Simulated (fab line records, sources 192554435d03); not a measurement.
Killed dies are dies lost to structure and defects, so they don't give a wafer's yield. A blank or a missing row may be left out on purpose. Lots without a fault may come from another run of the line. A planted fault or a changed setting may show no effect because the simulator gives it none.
Chamber matching | flow n5_finfet | N5_HKMG_FIN_NWFM_ALD_20 on ald_metal-03: 4 sister chambers
The step deposits TiAlC, target thk 2 nm, pulse time 3 s, purge time 2 s. 16 wafers are shown with their chamber, then 8 later ones without.

WAFERS WITH THEIR CHAMBER
wafer  | chamber | heater_power_w (W) | precursor_pulse_height_rel
L076.1 | 1       | 418                | 0.949
L076.2 | 0       | 562                | 1.004
L076.4 | 2       | 492                | 0.983
L080.1 | 1       | 424                | 0.979
L080.3 | 0       | 567                | 0.987
L080.5 | 3       | 430                | 0.995
L083.3 | 2       | 484                | 0.983
L083.4 | 1       | 427                | 0.990
L083.5 | 3       | 430                | 1.012
L084.2 | 1       | 427                | 1.015
L084.4 | 0       | 563                | 1.008
L084.5 | 3       | 429                | 0.981
L090.2 | 3       | 429                | 0.963
L090.3 | 0       | 580                | 0.963
L090.6 | 2       | 486                | 1.008
L091.1 | 2       | 487                | 1.012

SIGNATURES (means of the wafers above)
reading                    | chamber 0 | chamber 1 | chamber 2 | chamber 3 | scatter within a chamber
heater_power_w             | 568.00    | 424.00    | 487.25    | 429.50    | 4.96
precursor_pulse_height_rel | 0.99050   | 0.98325   | 0.99650   | 0.98775   | 0.0215
Rule: a wafer's distance from a chamber is the root of the sum, over the readings, of the square of ((its reading less the chamber's mean) divided by the reading's scatter). The wafer belongs to the nearest chamber; if the next one is less than 2 further off, it can't be placed. The scatter: the root of (the sum of the squares of (reading less its chamber's mean) over the shown wafers, divided by (wafers less chambers)).

WAFERS WITHOUT THEIR CHAMBER
wafer  | heater_power_w (W) | precursor_pulse_height_rel
L091.3 | 422                | 1.020
L091.6 | 426                | 1.019
L092.1 | 493                | 0.989
L092.2 | 426                | 1.003
L092.6 | 579                | 1.013
L093.3 | 571                | 1.031
L093.4 | 485                | 1.019
L093.5 | 420                | 0.994

WHICH CHAMBER EACH WENT THROUGH
wafer  | from the rows above     | in truth
L091.3 | can't be placed: 1 or 3 | 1
L091.6 | can't be placed: 3 or 1 | 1
L092.1 | 2                       | 2
L092.2 | can't be placed: 3 or 1 | 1
L092.6 | 0                       | 0
L093.3 | 0                       | 0
L093.4 | 2                       | 2
L093.5 | can't be placed: 1 or 3 | 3
Placed correctly: 4 of 8. Can't be placed from these rows: 4 (the true chamber is among the candidates in 4). Placed wrongly: 0.
